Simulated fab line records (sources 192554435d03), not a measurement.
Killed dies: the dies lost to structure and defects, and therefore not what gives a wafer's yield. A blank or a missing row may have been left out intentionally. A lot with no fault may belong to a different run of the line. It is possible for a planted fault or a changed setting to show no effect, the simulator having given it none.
Split-lot experiment :: flow n5 finfet :: 39 wafers read from 7 lots, route of 1938 steps

## THE SPLIT ITSELF
At N5_DUMMY_GATE_EXPOSE_12 (exposes mask GATE, target cd 25 nm), the setting dose mj was moved away from the recipe's 34 on 15 of the 39 wafers read, by -5.8% to +3.3%. The other wafers ran this setting at the recipe's value.

## FROM THE SPLIT TO THE READING: what the file shows between them, 2 steps
- N5_DUMMY_GATE_PEB_13: peb time 60 s
- N5_DUMMY_GATE_DEVELOP_14: develop time 30 s

## THE READING
cd nm (nm) at N5_DUMMY_GATE_CD_MEAS_15, where the cd target is 25.8 nm. Typical for fault-free wafers on this fab line: 25.08 nm, with standard deviation 0.24 nm.

wafer: L076.1
tool, chamber at the split: euv scanner-02, 0
dose mj as run: 34
against the recipe: recipe
cd nm, nm: 25.19
against lot-mates on the recipe: -

wafer: L076.2
tool, chamber at the split: euv scanner-02, 0
dose mj as run: 34
against the recipe: recipe
cd nm, nm: 25.49
against lot-mates on the recipe: -

wafer: L076.3
tool, chamber at the split: euv scanner-02, 0
dose mj as run: 34
against the recipe: recipe
cd nm, nm: 25.32
against lot-mates on the recipe: -

wafer: L076.4
tool, chamber at the split: euv scanner-02, 0
dose mj as run: 34
against the recipe: recipe
cd nm, nm: 25.26
against lot-mates on the recipe: -

wafer: L076.5
tool, chamber at the split: euv scanner-02, 0
dose mj as run: 34
against the recipe: recipe
cd nm, nm: 25.08
against lot-mates on the recipe: -

wafer: L076.6
tool, chamber at the split: euv scanner-02, 0
dose mj as run: 34
against the recipe: recipe
cd nm, nm: 25.42
against lot-mates on the recipe: -

wafer: L081.3
tool, chamber at the split: euv scanner-02, 0
dose mj as run: 34
against the recipe: recipe
cd nm, nm: 25.28
against lot-mates on the recipe: -

wafer: L081.4
tool, chamber at the split: euv scanner-02, 0
dose mj as run: 34
against the recipe: recipe
cd nm, nm: 25.19
against lot-mates on the recipe: -

wafer: L081.6
tool, chamber at the split: euv scanner-02, 0
dose mj as run: 34
against the recipe: recipe
cd nm, nm: 25.05
against lot-mates on the recipe: -

wafer: L082.1
tool, chamber at the split: euv scanner-02, 0
dose mj as run: 34
against the recipe: recipe
cd nm, nm: 25.11
against lot-mates on the recipe: -

wafer: L082.2
tool, chamber at the split: euv scanner-02, 0
dose mj as run: 32.02
against the recipe: -5.8%
cd nm, nm: 26.09
against lot-mates on the recipe: +1.01

wafer: L082.3
tool, chamber at the split: euv scanner-02, 0
dose mj as run: 34
against the recipe: recipe
cd nm, nm: 24.93
against lot-mates on the recipe: -

wafer: L082.4
tool, chamber at the split: euv scanner-02, 0
dose mj as run: 32.02
against the recipe: -5.8%
cd nm, nm: 26.11
against lot-mates on the recipe: +1.03

wafer: L082.5
tool, chamber at the split: euv scanner-02, 0
dose mj as run: 32.02
against the recipe: -5.8%
cd nm, nm: 26.11
against lot-mates on the recipe: +1.03

wafer: L082.6
tool, chamber at the split: euv scanner-02, 0
dose mj as run: 34
against the recipe: recipe
cd nm, nm: 25.21
against lot-mates on the recipe: -

wafer: L085.1
tool, chamber at the split: euv scanner-02, 0
dose mj as run: 35.13
against the recipe: +3.3%
cd nm, nm: 24.81
against lot-mates on the recipe: -0.20

wafer: L085.2
tool, chamber at the split: euv scanner-02, 0
dose mj as run: 35.13
against the recipe: +3.3%
cd nm, nm: 24.21
against lot-mates on the recipe: -0.80

wafer: L085.3
tool, chamber at the split: euv scanner-02, 0
dose mj as run: 35.13
against the recipe: +3.3%
cd nm, nm: 24.33
against lot-mates on the recipe: -0.68

wafer: L085.4
tool, chamber at the split: euv scanner-02, 0
dose mj as run: 34
against the recipe: recipe
cd nm, nm: 25.09
against lot-mates on the recipe: -

wafer: L085.5
tool, chamber at the split: euv scanner-02, 0
dose mj as run: 34
against the recipe: recipe
cd nm, nm: 25.19
against lot-mates on the recipe: -

wafer: L085.6
tool, chamber at the split: euv scanner-02, 0
dose mj as run: 34
against the recipe: recipe
cd nm, nm: 24.75
against lot-mates on the recipe: -

wafer: L088.1
tool, chamber at the split: euv scanner-02, 0
dose mj as run: 32.05
against the recipe: -5.7%
cd nm, nm: 26.78
against lot-mates on the recipe: +1.66

wafer: L088.2
tool, chamber at the split: euv scanner-02, 0
dose mj as run: 34
against the recipe: recipe
cd nm, nm: 25.15
against lot-mates on the recipe: -

wafer: L088.3
tool, chamber at the split: euv scanner-02, 0
dose mj as run: 32.05
against the recipe: -5.7%
cd nm, nm: 26.18
against lot-mates on the recipe: +1.06

wafer: L088.4
tool, chamber at the split: euv scanner-02, 0
dose mj as run: 34
against the recipe: recipe
cd nm, nm: 25.07
against lot-mates on the recipe: -

wafer: L088.5
tool, chamber at the split: euv scanner-02, 0
dose mj as run: 32.05
against the recipe: -5.7%
cd nm, nm: 25.58
against lot-mates on the recipe: +0.46

wafer: L088.6
tool, chamber at the split: euv scanner-02, 0
dose mj as run: 34
against the recipe: recipe
cd nm, nm: 25.13
against lot-mates on the recipe: -

wafer: L090.1
tool, chamber at the split: euv scanner-02, 0
dose mj as run: 32.1
against the recipe: -5.6%
cd nm, nm: 26.52
against lot-mates on the recipe: +1.65

wafer: L090.2
tool, chamber at the split: euv scanner-02, 0
dose mj as run: 34
against the recipe: recipe
cd nm, nm: 24.88
against lot-mates on the recipe: -

wafer: L090.3
tool, chamber at the split: euv scanner-02, 0
dose mj as run: 32.1
against the recipe: -5.6%
cd nm, nm: 26.47
against lot-mates on the recipe: +1.60

wafer: L090.4
tool, chamber at the split: euv scanner-02, 0
dose mj as run: 34
against the recipe: recipe
cd nm, nm: 24.72
against lot-mates on the recipe: -

wafer: L090.5
tool, chamber at the split: euv scanner-02, 0
dose mj as run: 32.1
against the recipe: -5.6%
cd nm, nm: 25.94
against lot-mates on the recipe: +1.07

wafer: L090.6
tool, chamber at the split: euv scanner-02, 0
dose mj as run: 34
against the recipe: recipe
cd nm, nm: 25.00
against lot-mates on the recipe: -

wafer: L096.1
tool, chamber at the split: euv scanner-02, 0
dose mj as run: 32.71
against the recipe: -3.8%
cd nm, nm: 25.79
against lot-mates on the recipe: +0.72

wafer: L096.2
tool, chamber at the split: euv scanner-02, 0
dose mj as run: 34
against the recipe: recipe
cd nm, nm: 25.28
against lot-mates on the recipe: -

wafer: L096.3
tool, chamber at the split: euv scanner-02, 0
dose mj as run: 32.71
against the recipe: -3.8%
cd nm, nm: 25.63
against lot-mates on the recipe: +0.56

wafer: L096.4
tool, chamber at the split: euv scanner-02, 0
dose mj as run: 34
against the recipe: recipe
cd nm, nm: 24.92
against lot-mates on the recipe: -

wafer: L096.5
tool, chamber at the split: euv scanner-02, 0
dose mj as run: 34
against the recipe: recipe
cd nm, nm: 25.01
against lot-mates on the recipe: -

wafer: L096.6
tool, chamber at the split: euv scanner-02, 0
dose mj as run: 32.71
against the recipe: -3.8%
cd nm, nm: 25.94
against lot-mates on the recipe: +0.87

FIT RESULTS
A straight line over all 39 wafers: cd nm changes by -0.19 nm for each +1% of dose mj; r = -0.91; the points scatter about the line by 0.24 nm.
The same after taking each lot's own level away (the mean of its wafers on the recipe; 39 wafers): -0.198 nm for each +1%; r = -0.92; scatter 0.23 nm.
Per that fit: largest dose mj move, reading shift of 1.2 nm.
From 24.867 to 25.293 nm: that is the span of the lots' own levels, equal to 1.8 times the standard deviation above.
The two slopes agree, so the slope changes little with the lot-to-lot level.
Check: with one of the wafers moved furthest among these (-5.8%) left out of the fit, the line predicts +1.18 nm for it against its lot-mates. Against them it came out at +1.01 nm.

## FURTHER SPLITS ON THESE WAFERS
Note: prior to the reading, these wafers also went through further splits. Each is held against what the fit with the lots' levels taken away leaves over:
other split on the same wafers: N5_FIN_SAQP_HM_DEP_72 time s
wafers away from the commonest value: 15
r with cd nm (lot level and that fit taken away): -0.14

## THE WHOLE CHAIN: every reading that the file lists as answering this split, in the file's order
step: N5_DUMMY_GATE_CD_MEAS_15
what it does: target cd 25.8 nm
reading: cd nm
change (the file's fit): -0.2 nm for each +1% of the setting
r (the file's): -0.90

step: N5_DUMMY_GATE_ETCH_42
what it does: etches SiO2 in CHF3/O2, target depth 3.5 nm, time 31 s
reading: DUMMY_GATE.cd nm (the simulator's own value, which no gauge read)
change (the file's fit): -0.236 nm for each +1% of the setting
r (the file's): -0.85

## FILE'S OWN FIT
cd nm changes by -0.2 nm for each +1% of dose mj, r = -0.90.
